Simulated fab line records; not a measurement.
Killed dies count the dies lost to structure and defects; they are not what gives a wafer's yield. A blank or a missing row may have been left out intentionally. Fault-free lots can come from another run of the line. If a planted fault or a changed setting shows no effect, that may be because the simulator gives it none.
A lot that was struck, set against a sound lot	flow nand-harc	23 steps out of a route of 1159
Sound: these wafers, L853.1, L853.3, L853.5. The struck wafers were L858.1, L858.5, L858.6. At the end, the cause is stated.
For every step that has rows: the tool of each side, followed by ch and its chambers, followed by its first start. Under that, the readings that differ: sound wafers	struck wafers	difference of the means	sigmas: that difference in standard deviations of wafers without a fault.
alike: same words and numbers on both sides, and readings whose means sit less than 2 such deviations apart. not compared: any withheld reading, any reading some wafer has no value for, any bound like >300 that may hide the same value, and any number with overlapping values for which the record gives no deviation.
The two part at a step that has a row with sigmas, a row that says differs or no value, or rows on one side only. Numbers that don't overlap but have no deviation are shown without sigmas and don't part them. Lack of a reading on every wafer of one side parts them only where that side has two or more wafers.

NHARC_P_M0_INSPECT_27:
  struck on defect-inspect-01, day 10 19:11; sound on defect-inspect-02, day 10 07:14
  alike: raw-defect-count
NHARC_P_M0_PRE_CLEAN_31: time 12 s.
  sound on pecvd-02 ch 0,1,2, day 10 07:18; struck on pecvd-02 ch 0,2, day 10 19:16
  alike: heater-power-w
NHARC_P_M0_DEP_32: deposits SiCN, target thk 30 nm.
  sound on pecvd-02 ch 0,1,2, day 10 07:23; struck on pecvd-02 ch 0,2, day 10 19:22
  alike: heater-power-w
then, 8 steps without rows for these wafers: NHARC_P_M1_DEP_00 (deposits SiOC, target thk 182.5 nm); NHARC_P_M1_DEHYDRATE_01 (time 120 s); NHARC_P_M1_HMDS_02 (time 30 s); NHARC_P_M1_COAT_34 (time 65 s); NHARC_P_M1_COAT_03 (resist thk 90 nm); NHARC_P_M1_SOFTBAKE_04 (time 55 s); NHARC_P_M1_EBR_05; NHARC_P_M1_EXPOSE_06 (exposes mask P M1, target cd 130 nm).
NHARC_P_M1_PEB_07: peb time 65 s.
  sound on litho-track-01 ch 0, day 10 08:41; struck on litho-track-04 ch 0, day 10 20:29
reading	sound	struck	difference	sigmas
heater-power-total-W (W)	157.0 157.1 156.0	144.0 143.6 143.7	-12.9	-32
plate-temp-C (C)	100.01 99.93 99.87	93.82 93.83 93.91	-6.08	-51
  alike: exhaust-pa
then, 1 step without rows for these wafers: NHARC_P_M1_DEVELOP_08 (develop time 35 s).
NHARC_P_M1_CD_MEAS_09 targets a cd of 130 nm.
  sound on cd-sem-01 ch 0, day 10 08:46; struck on cd-sem-02 ch 0, day 10 20:34
reading	sound	struck	difference	sigmas
cd-nm (nm)	130.2 130.0 130.5	104.0 105.1 104.3	-25.8	-40
NHARC_P_M1_OVL_MEAS_10: pitch 260 nm.
  struck on overlay-01, day 10 20:40; sound on overlay-02, day 10 08:51
  alike: overlay-x-nm, overlay-y-nm
NHARC_P_M1_INSPECT_11:
  struck on defect-inspect-01, day 10 20:42; sound on defect-inspect-01, day 10 08:53
  alike: raw-defect-count
NHARC_P_M1_DESCUM_14: chemistry O2, time 3 s.
  sound on rie-diel-06 ch 0,1,2, day 10 08:56; struck on rie-diel-03 ch 0,2,3, day 10 20:47
reading	sound	struck	difference	sigmas
model.P_M1.cd-nm (nm)	130.6 130.5 130.7	104.6 104.6 104.1	-26.2	
  alike: drypump-motor-current-A, oes-product-au, rf-vpp-V, showerhead-plenum-p-Torr, throttle-valve-pct
  not compared: rf-hours-counter-h
NHARC_P_M1_ETCH_35: etches the open film in N2/H2, target depth 40 nm, overetch 12 nm, time 43.94 s.
  sound on rie-diel-06 ch 0,1,3, day 10 09:02; struck on rie-diel-03 ch 2,3, day 10 20:51
reading	sound	struck	difference	sigmas
oes-product-au (a.u.)	1.011 1.023 0.995	0.977 0.992 0.986	-0.025	-2
  alike: drypump-motor-current-A, rf-vpp-V, showerhead-plenum-p-Torr, throttle-valve-pct
  not compared: rf-hours-counter-h
NHARC_P_M1_ETCH_15: etches the open film in C4F8/Ar, target depth 182.5 nm, time 91.2 s.
  sound: rie-diel-06 ch 2,3; struck: rie-diel-03 ch 0,1
  alike: oes-product-au, rf-vpp-V
  not compared: rf-hours-counter-h
NHARC_P_M1_CD_MEAS_16:
  struck on cd-sem-01, day 10 21:04; sound on cd-sem-03, day 10 09:15
reading	sound	struck	difference	sigmas
cd-nm (nm)	130.2 130.4 130.1	104.3 104.7 104.8	-25.6	-28
NHARC_P_M1_STRIP_18: strips in N2/H2.
  sound on rie-diel-03 ch 0,1,2, day 10 09:22; struck on rie-diel-06 ch 0,1, day 10 21:09
  alike: drypump-motor-current-A, oes-product-au, rf-vpp-V, showerhead-plenum-p-Torr, throttle-valve-pct
  not compared: rf-hours-counter-h
NHARC_P_M1_ETCH_28: etches the open film in CF4/N2, target depth 30 nm, time 72.99 s.
  sound: rie-diel-03 ch 1,2; struck: rie-diel-06 ch 2,3
reading	sound	struck	difference	sigmas
model.P_M1.cd-nm (nm)	129.6 129.8 130.5	103.7 104.9 104.7	-25.5	
  alike: drypump-motor-current-A, oes-product-au, rf-vpp-V, showerhead-plenum-p-Torr, throttle-valve-pct
  not compared: rf-hours-counter-h
then, 1 step without rows for these wafers: NHARC_P_M1_STRIP_19 (strips in post etch residue remover, time 600 s).

## WHERE THEY PART
First at NHARC_P_M1_PEB_07; last, within this record, at NHARC_P_M1_CD_MEAS_16. Later steps at which nothing parts them and some readings are alike: NHARC_P_M1_STRIP_18, NHARC_P_M1_ETCH_28.

WHY: what had been put in by the simulator
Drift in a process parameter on litho-track-04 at NHARC_P_M1_PEB_07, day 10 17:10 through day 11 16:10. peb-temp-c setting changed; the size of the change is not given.
